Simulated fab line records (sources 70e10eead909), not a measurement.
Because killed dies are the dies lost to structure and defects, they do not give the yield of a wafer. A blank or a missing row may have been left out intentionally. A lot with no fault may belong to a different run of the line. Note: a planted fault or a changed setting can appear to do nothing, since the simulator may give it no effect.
fab line records	flow nand_harc
record: lots: 11	wafers: 33	last_day: 34
route steps=1302 shown A_CHANNEL_HOLE_D1@474 A_CHANNEL_FILL_D1@493 END@1302
lots with no fault: from the same line, run without faults
start_h: hours from the record's first day to the start of the lot's first wafer shown	wait_h: how many hours have passed since the lot's step before this one	" as in the row above	L1.1+2: a single row standing in for several wafers	- value missing, or start not given	* or withheld: withheld	< > ~ a bound
route shown NAME@n: names a module that has steps shown in the file, with the first one's number in the route	usual: the fault-free wafers' mean and standard deviation	same: alike in all rows	chamber/n: place in a boat	sites: the reading at each site	_std_site: the standard deviation of these	_edge_site: the outer-site mean with the inner-site mean subtracted	radius_mm: for every site, how far away it sits from the centre of the wafer	mask NAME#n: copy n	behind: the most recent tool/chamber to have shaped the wafer	hold: why the lot went on hold/how many hours it stayed there/how the hold came to an end	device: the n, p or np transistor that did not switch	end of line: at the end of the route, the tests of the same wafers	a step without rows: its recipe alone	killed: the dies lost at the first sort to structure and to defects; this is not the yield of the wafer	map: the dies of a wafer, with x for killed, . for not killed, _ for no die there
set.NAME: setting as actually run; set.NAME@STEP: the setting as run at that earlier step	model.NAME: the simulator's own value behind a step, which no gauge read
one table for each step of the route and one row for each wafer, over a sample of lots
services: when a tool's chamber went out of use (start_h, in hours from the record's first day, below 0 if earlier), for how many hours, and the reason
== steps ==
step: NHARC_A_CHANNEL_HOLE_D1_ETCH_22
recipe: bias_v: 3000	source_w: withheld	pressure_mtorr: 20	time_s: 666.7	ar_flow_sccm: 375	c4f8_flow_sccm: 89.3	o2_flow_sccm: 35.7	temp_c: -20	target_depth_a: 16000	chemistry: C4F8/O2/Ar
usual: c4f8_flow_sccm: 89.30/0.27	drypump_motor_current_A: 5.29/0.18	mfc_ar_sccm: 375.0/1.2	showerhead_plenum_p_Torr: 3.67/0.069	temp_c: -20.00/0.11	throttle_valve_pct: 32.156/0.0098
lot.wafer	tool	chamber	start_h	wait_h	c4f8_flow_sccm	drypump_motor_current_A	mfc_ar_sccm	rf_hours_counter_h	showerhead_plenum_p_Torr	temp_c	throttle_valve_pct
L407.1	har_etch-01	0	182.00	0.4	89.54	5.39	375.5	85	3.74	-20.04	32.159
L407.2	"	1	"	"	88.97	5.36	376.2	85	3.67	-20.25	32.163
L407.5	"	1	"	"	89.26	5.35	374.1	-	3.67	-20.09	32.175
L409.4	har_etch-02	1	202.41	0.4	88.94	5.38	374.6	-	3.71	-20.06	32.145
L409.3	"	0	"	"	89.49	4.89	376.1	-	3.62	-19.97	32.155
L409.6	"	1	"	"	89.12	5.39	375.0	-	3.71	-19.96	32.158
L410.1	har_etch-01	0	211.92	0.4	89.66	5.39	374.3	100	3.73	-20.10	32.153
L410.4	"	0	"	"	89.28	5.40	372.9	-	3.73	-20.12	32.146
L410.5	"	0	"	"	89.71	5.38	374.4	-	3.73	-19.95	32.140
L411.4	har_etch-01	0	227.00	0.4	89.39	5.39	376.9	-	3.72	-20.06	32.151
L411.6	"	0	"	"	88.93	5.38	376.2	-	3.72	-19.87	32.159
L411.5	"	1	"	"	89.40	5.33	373.6	-	3.65	-20.07	32.160
L413.4	har_etch-01	1	244.80	0.4	89.12	5.34	374.1	-	3.65	-20.22	32.150
L413.3	"	0	"	"	89.04	5.38	375.4	-	3.72	-19.90	32.151
L413.6	"	0	"	"	89.11	5.38	374.4	-	3.72	-20.13	32.158
L414.2	har_etch-01	1	260.42	0.4	89.25	5.33	374.9	127	3.65	-19.99	32.150
L414.3	"	0	"	"	89.72	5.39	373.7	-	3.72	-19.84	32.174
L414.6	"	0	"	"	89.54	5.39	372.8	-	3.72	-19.84	32.151
L416.2	har_etch-02	1	276.11	0.4	89.58	5.39	375.5	356	3.69	-20.13	32.148
L416.1	"	0	"	"	89.07	4.93	376.2	356	3.60	-19.94	32.140
L416.6	"	0	"	"	88.98	4.90	375.9	-	3.60	-20.10	32.167
L421.3	har_etch-01	0	324.12	0.4	88.81	5.40	377.3	-	3.69	-19.90	32.157
L421.6	"	1	"	"	89.28	5.33	373.5	-	3.63	-20.10	32.161
L421.5	"	0	"	"	88.84	5.39	376.1	-	3.69	-20.18	32.164
L422.2	har_etch-02	0	324.77	0.4	89.33	4.90	373.5	383	3.58	-19.95	32.154
L422.3	"	0	"	"	89.11	4.90	373.3	-	3.58	-19.98	32.148
L422.5	"	0	"	"	89.35	4.91	374.8	-	3.58	-19.98	32.154
L420.1	har_etch-01	1	328.08	0.4	89.40	5.33	374.1	169	3.62	-19.90	32.153
L420.6	"	0	"	"	89.08	5.40	374.3	-	3.69	-19.86	32.156
L420.5	"	1	"	"	89.25	5.33	374.3	-	3.62	-19.96	32.167
L430.4	har_etch-02	1	408.89	0.4	89.30	5.37	376.6	-	3.66	-19.93	32.150
L430.6	"	1	"	"	89.38	5.37	375.4	-	3.66	-20.09	32.165
L430.5	"	0	"	"	89.16	4.91	374.0	-	3.93	-20.07	32.153
step: NHARC_A_CHANNEL_HOLE_D1_ETCH_24
recipe: bias_v: 5000	source_w: withheld	pressure_mtorr: 20	time_s: 906.2	ar_flow_sccm: 375	c4f8_flow_sccm: 93.8	o2_flow_sccm: 31.2	temp_c: -20	target_depth_a: 15000	chemistry: C4F8/O2/Ar
usual: c4f8_flow_sccm: 93.82/0.29	drypump_motor_current_A: 5.29/0.17	mfc_ar_sccm: 374.9/1.1	showerhead_plenum_p_Torr: 3.67/0.069	temp_c: -20.01/0.11	throttle_valve_pct: 32.236/0.0096
lot.wafer	tool	chamber	start_h	wait_h	c4f8_flow_sccm	drypump_motor_current_A	mfc_ar_sccm	rf_hours_counter_h	showerhead_plenum_p_Torr	temp_c	throttle_valve_pct
L407.1	har_etch-01	0	183.25	0.6	93.68	5.39	374.6	86	3.73	-20.32	32.245
L407.2	"	1	"	"	93.83	5.30	374.9	86	3.66	-20.00	32.225
L407.5	"	1	"	"	93.53	5.32	373.8	-	3.66	-20.00	32.229
L409.4	har_etch-02	1	203.74	0.6	93.45	5.36	374.5	-	3.71	-19.99	32.242
L409.3	"	0	"	"	94.36	4.91	372.5	-	3.62	-19.92	32.240
L409.6	"	1	"	"	93.60	5.36	373.7	-	3.71	-20.03	32.236
L410.1	har_etch-01	0	213.16	0.6	93.60	5.40	374.5	101	3.72	-19.92	32.228
L410.4	"	0	"	"	93.78	5.41	373.6	-	3.72	-19.87	32.230
L410.5	"	0	"	"	93.56	5.39	375.6	-	3.72	-20.16	32.230
L411.4	har_etch-01	0	228.34	0.6	93.64	5.41	373.2	-	3.72	-20.10	32.220
L411.6	"	0	"	"	94.01	5.39	373.9	-	3.72	-20.08	32.238
L411.5	"	1	"	"	94.01	5.35	374.7	-	3.65	-19.96	32.244
L413.4	har_etch-01	1	246.12	0.6	93.84	5.33	375.5	-	3.65	-20.01	32.256
L413.3	"	0	"	"	94.37	5.39	373.1	-	3.71	-19.98	32.237
L413.6	"	0	"	"	93.81	5.39	374.2	-	3.71	-20.16	32.212
L414.2	har_etch-01	1	261.68	0.6	93.95	5.35	372.6	128	3.64	-19.97	32.237
L414.3	"	0	"	"	94.04	5.39	376.4	-	3.71	-20.18	32.228
L414.6	"	0	"	"	93.53	5.39	374.2	-	3.71	-20.02	32.237
L416.2	har_etch-02	1	277.37	0.6	94.57	5.38	375.1	357	3.68	-20.07	32.234
L416.1	"	0	"	"	93.89	4.90	375.2	357	3.59	-20.04	32.245
L416.6	"	0	"	"	93.91	4.91	377.3	-	3.59	-20.09	32.221
L421.3	har_etch-01	0	325.47	0.6	93.73	5.39	375.1	-	3.69	-19.95	32.220
L421.6	"	1	"	"	94.01	5.34	373.3	-	3.62	-20.14	32.225
L421.5	"	0	"	"	94.19	5.37	376.0	-	3.69	-19.97	32.252
L422.2	har_etch-02	0	326.08	0.6	93.67	4.89	376.0	384	3.58	-19.93	32.231
L422.3	"	0	"	"	93.82	4.89	374.3	-	3.58	-20.04	32.232
L422.5	"	0	"	"	93.44	4.90	373.6	-	3.58	-20.11	32.229
L420.1	har_etch-01	1	329.37	0.6	93.29	5.32	374.0	170	3.62	-19.94	32.241
L420.6	"	0	"	"	93.90	5.39	375.0	-	3.69	-19.87	32.226
L420.5	"	1	"	"	93.28	5.32	374.1	-	3.62	-20.00	32.233
L430.4	har_etch-02	1	410.21	0.6	93.56	5.37	376.0	-	3.65	-20.15	32.249
L430.6	"	1	"	"	93.90	5.37	375.0	-	3.65	-20.15	32.241
L430.5	"	0	"	"	93.96	4.89	373.4	-	3.92	-19.92	32.240
step: NHARC_A_CHANNEL_HOLE_D1_ETCH_26
recipe: bias_v: 300	source_w: 2000	pressure_mtorr: 30	time_s: 224.1	ar_flow_sccm: 375	c4f8_flow_sccm: 11.4	o2_flow_sccm: 113.6	temp_c: -20	target_depth_a: 3000	chemistry: C4F8/O2/Ar
usual: c4f8_flow_sccm: 11.40/0.033	drypump_motor_current_A: 5.29/0.17	mfc_ar_sccm: 375.0/1.1	showerhead_plenum_p_Torr: 3.72/0.073	temp_c: -20.00/0.11	throttle_valve_pct: 24.583/0.01
lot.wafer	tool	chamber	start_h	wait_h	c4f8_flow_sccm	drypump_motor_current_A	mfc_ar_sccm	rf_hours_counter_h	showerhead_plenum_p_Torr	temp_c	throttle_valve_pct
L407.1	har_etch-01	0	186.49	0.7	11.41	5.38	375.4	87	3.79	-19.95	24.577
L407.2	"	1	"	"	11.33	5.33	376.4	87	3.71	-20.02	24.583
L407.5	"	1	"	"	11.38	5.35	375.3	-	3.71	-20.09	24.589
L409.4	har_etch-02	1	205.21	0.5	11.40	5.37	375.7	-	3.76	-19.90	24.586
L409.3	"	0	"	"	11.35	4.92	375.2	-	3.66	-20.08	24.583
L409.6	"	1	"	"	11.46	5.36	376.2	-	3.76	-20.05	24.573
L410.1	har_etch-01	0	214.80	0.7	11.36	5.40	374.9	103	3.78	-20.05	24.586
L410.4	"	0	"	"	11.37	5.41	375.2	-	3.78	-19.99	24.572
L410.5	"	0	"	"	11.41	5.40	374.0	-	3.78	-20.00	24.591
L411.4	har_etch-01	0	229.80	0.5	11.41	5.40	375.7	-	3.77	-19.97	24.592
L411.6	"	0	"	"	11.36	5.40	375.0	-	3.77	-19.97	24.581
L411.5	"	1	"	"	11.38	5.35	373.8	-	3.70	-20.04	24.563
L413.4	har_etch-01	1	247.58	0.5	11.43	5.35	374.2	-	3.69	-20.13	24.585
L413.3	"	0	"	"	11.39	5.39	376.5	-	3.77	-19.94	24.581
L413.6	"	0	"	"	11.42	5.38	376.5	-	3.77	-20.04	24.583
L414.2	har_etch-01	1	263.32	0.7	11.39	5.34	375.0	130	3.69	-20.09	24.582
L414.3	"	0	"	"	11.36	5.40	373.3	-	3.76	-19.82	24.591
L414.6	"	0	"	"	11.45	5.38	374.6	-	3.76	-19.93	24.581
L416.2	har_etch-02	1	279.01	0.7	11.37	5.37	375.6	359	3.73	-20.10	24.589
L416.1	"	0	"	"	11.39	4.91	375.3	359	3.64	-19.82	24.596
L416.6	"	0	"	"	11.38	4.91	377.4	-	3.64	-19.90	24.556
L421.3	har_etch-01	0	326.83	0.4	11.37	5.39	375.3	-	3.74	-19.94	24.580
L421.6	"	1	"	"	11.42	5.31	377.2	-	3.67	-19.78	24.592
L421.5	"	0	"	"	11.38	5.40	374.6	-	3.74	-19.85	24.590
L422.2	har_etch-02	0	327.63	0.6	11.43	4.91	373.5	386	3.62	-19.82	24.586
L422.3	"	0	"	"	11.44	4.90	376.5	-	3.62	-19.81	24.599
L422.5	"	0	"	"	11.41	4.91	374.5	-	3.62	-19.91	24.587
L420.1	har_etch-01	1	330.91	0.6	11.42	5.34	374.1	172	3.66	-19.95	24.581
L420.6	"	0	"	"	11.36	5.38	374.2	-	3.74	-20.08	24.593
L420.5	"	1	"	"	11.39	5.34	375.4	-	3.66	-20.03	24.583
L430.4	har_etch-02	1	411.68	0.5	11.36	5.39	374.9	-	3.70	-19.87	24.575
L430.6	"	1	"	"	11.41	5.39	375.9	-	3.70	-20.00	24.580
L430.5	"	0	"	"	11.38	4.90	374.8	-	3.98	-19.97	24.598
step: NHARC_A_CHANNEL_FILL_D1_ALD_03
recipe: target_thk_a: 60	pulse_time_s: 60	ald_cycles: 58	temp_c: 630	pressure_torr: 2	material: SiNx
usual: ald_cycles: 58/0	precursor_pulse_height_rel: 0.998/0.019
lot.wafer	tool	chamber	start_h	wait_h	ald_cycles	precursor_pulse_height_rel
L407.1	ald_sin_batch-03	0	190.34	-	58	0.973
L407.2	"	0	"	"	58	1.017
L407.5	"	0	"	"	58	1.044
L409.3	ald_sin_batch-02	0	210.76	-	58	1.009
L409.4	"	0	"	"	58	0.973
L409.6	"	0	"	"	58	0.984
L410.1	ald_sin_batch-01	0	220.35	-	58	1.008
L410.4	"	0	"	"	58	0.977
L410.5	"	0	"	"	58	1.004
L411.4	ald_sin_batch-02	0	235.44	-	58	0.993
L411.5	"	0	"	"	58	0.993
L411.6	"	0	"	"	58	0.996
L413.3	ald_sin_batch-02	0	253.24	-	58	1.003
L413.4	"	0	"	"	58	0.997
L413.6	"	0	"	"	58	0.998
L414.2	ald_sin_batch-01	0	268.87	-	58	1.004
L414.3	"	0	"	"	58	1.004
L414.6	"	0	"	"	58	1.023
L416.1	ald_sin_batch-03	0	287.11	-	58	0.995
L416.2	"	0	"	"	58	0.988
L416.6	"	0	"	"	58	0.996
L421.3	ald_sin_batch-01	0	332.44	-	106	0.967
L421.5	"	0	"	"	106	0.982
L421.6	"	0	"	"	106	1.033
L422.2	ald_sin_batch-01	0	332.44	-	106	1.026
L422.3	"	0	"	"	106	1.012
L422.5	"	0	"	"	106	1.028
L420.1	ald_sin_batch-01	0	336.62	-	106	0.969
L420.5	"	0	"	"	106	0.971
L420.6	"	0	"	"	106	0.996
L430.4	ald_sin_batch-03	0	416.70	-	58	0.981
L430.5	"	0	"	"	58	1.026
L430.6	"	0	"	"	58	1.019
step: NHARC_END_SORT_01
recipe: temp_c: 25
usual: killed_at_array: 56/19	killed_at_other: 0.8/1.1	killed_at_periphery: 3.4/2.5	killed_dies: 60/19	killed_open: 2.9/1.7	killed_short: 2.4/1.6
same: gross_dies: 677
lot.wafer	tool	chamber	start_h	wait_h	killed_at_array	killed_at_other	killed_at_periphery	killed_dies	killed_open	killed_short
L407.1	prober-02	0	560.96	2.5	21	0	3	24	1	2
L407.2	prober-02	0	561.76	2.8	22	0	2	24	1	3
L407.5	prober-02	0	564.16	3.7	18	0	0	18	2	0
L422.2	prober-01	0	717.65	2.8	77	0	3	80	2	2
L422.3	prober-01	0	718.44	3.1	94	0	3	97	2	1
L422.5	prober-01	0	720.03	3.7	83	0	0	83	2	4
killed by level:class
L407.1 A_CHANNEL_HOLE_D2:chamber_film_flake=7 A_CONTACT:chamber_film_flake=6 A_DECK1_JOINT:chamber_film_flake=2 A_STAIRCASE:chamber_film_flake=2 A_WL_FILL:chamber_film_flake=2 P_GATE:geometric_particle:open=1 A_CHANNEL_HOLE_D2:geometric_particle:short=1 A_CHANNEL_FILL_D2:geometric_particle:short=1
L407.2 A_CONTACT:chamber_film_flake=7 A_CHANNEL_HOLE_D2:chamber_film_flake=4 A_WL_FILL:chamber_film_flake=3 A_ONON_D1:geometric_particle:short=2 P_M1:geometric_particle:open=1 A_CHANNEL_HOLE_D2:geometric_particle:short=1 P_ZERO_WELL:chamber_film_flake=1 A_ZERO_WELL:chamber_film_flake=1
L407.5 A_CHANNEL_HOLE_D2:chamber_film_flake=9 A_CONTACT:chamber_film_flake=3 A_ONON_D2:geometric_particle:open=1 A_M0:geometric_particle:open=1 A_CHANNEL_FILL_D2:chamber_film_flake=1 A_STAIRCASE:chamber_film_flake=1 A_WL_FILL:chamber_film_flake=1 A_BONDPAD:chamber_film_flake=1
L422.2 A_SLIT:chamber_film_flake=25 A_CHANNEL_HOLE_D1:chamber_film_flake=23 A_CHANNEL_HOLE_D2:chamber_film_flake=20 A_ONON_D1:geometric_particle:short=1 A_ONON_D2:geometric_particle:short=1 A_WL_FILL:geometric_particle:open=1 A_M0:geometric_particle:open=1 P_STI:chamber_film_flake=1
L422.3 A_SLIT:chamber_film_flake=33 A_CHANNEL_HOLE_D2:chamber_film_flake=29 A_CHANNEL_HOLE_D1:chamber_film_flake=27 A_M1:chamber_film_flake=2 P_GATE:geometric_particle:open=1 P_M0:geometric_particle:short=1 A_CHANNEL_FILL_D2:geometric_particle:open=1 P_ZERO_WELL:chamber_film_flake=1
L422.5 A_SLIT:chamber_film_flake=30 A_CHANNEL_HOLE_D1:chamber_film_flake=29 A_CHANNEL_HOLE_D2:chamber_film_flake=16 A_SOURCE_PLATE:geometric_particle:short=1 A_CHANNEL_FILL_D1:geometric_particle:open=1 A_DECK1_JOINT:geometric_particle:open=1 A_CHANNEL_HOLE_D2:geometric_particle:short=1 A_SGD_CUT:geometric_particle:short=1
== services ==
tool	chamber	start_h	hours	kind
har_etch-02	-	227.03	2.7	repair
ald_sin_batch-02	-	266.75	26.0	pm
har_etch-02	1	339.58	-	consumable_replace:focus_ring
har_etch-02	1	339.58	17.0	scheduled_down
har_etch-02	1	339.58	17.0	vent_cycle
har_etch-02	-	378.41	17.0	pm
har_etch-02	0	378.41	17.0	vent_cycle
har_etch-02	1	378.41	17.0	vent_cycle
har_etch-02	0	395.41	-	clean
har_etch-02	0	395.41	-	consumable_replace:focus_ring
har_etch-02	0	395.41	-	consumable_replace:showerhead
har_etch-02	1	395.41	-	clean
har_etch-02	1	395.41	-	consumable_replace:esc
== key ==
first_sign: step: NHARC_A_CHANNEL_FILL_D1_ALD_03	reading: ald_cycles	direction: up	sigmas: 99+	usual: 58	struck: 106
effect none on later readings
met_at NHARC_A_CHANNEL_FILL_D1_ALD_03
struck_lots L420,L421,L422
tester_left_out L420,L421,L422
not_acting_at NHARC_A_CHANNEL_HOLE_D1_ETCH_22,NHARC_A_CHANNEL_HOLE_D1_ETCH_24,NHARC_A_CHANNEL_HOLE_D1_ETCH_26
fault: kind: process_parameter_drift	tool: ald_sin_batch-01	chamber: -	onset_h: 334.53	steps: NHARC_A_CHANNEL_FILL_D1_ALD_03	channel: ald_cycles	offset: 48	shape: step	end_h: 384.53	acts_in: these_recipes_only	stated: 58
tester_left_out: of these lots the tester's yield and bins aren't shown, on N5 and GAA mostly nor the transistor test; their killed dies are dies lost to structure and defects alone, not to doping, threshold or leakage, so they don't give the yield
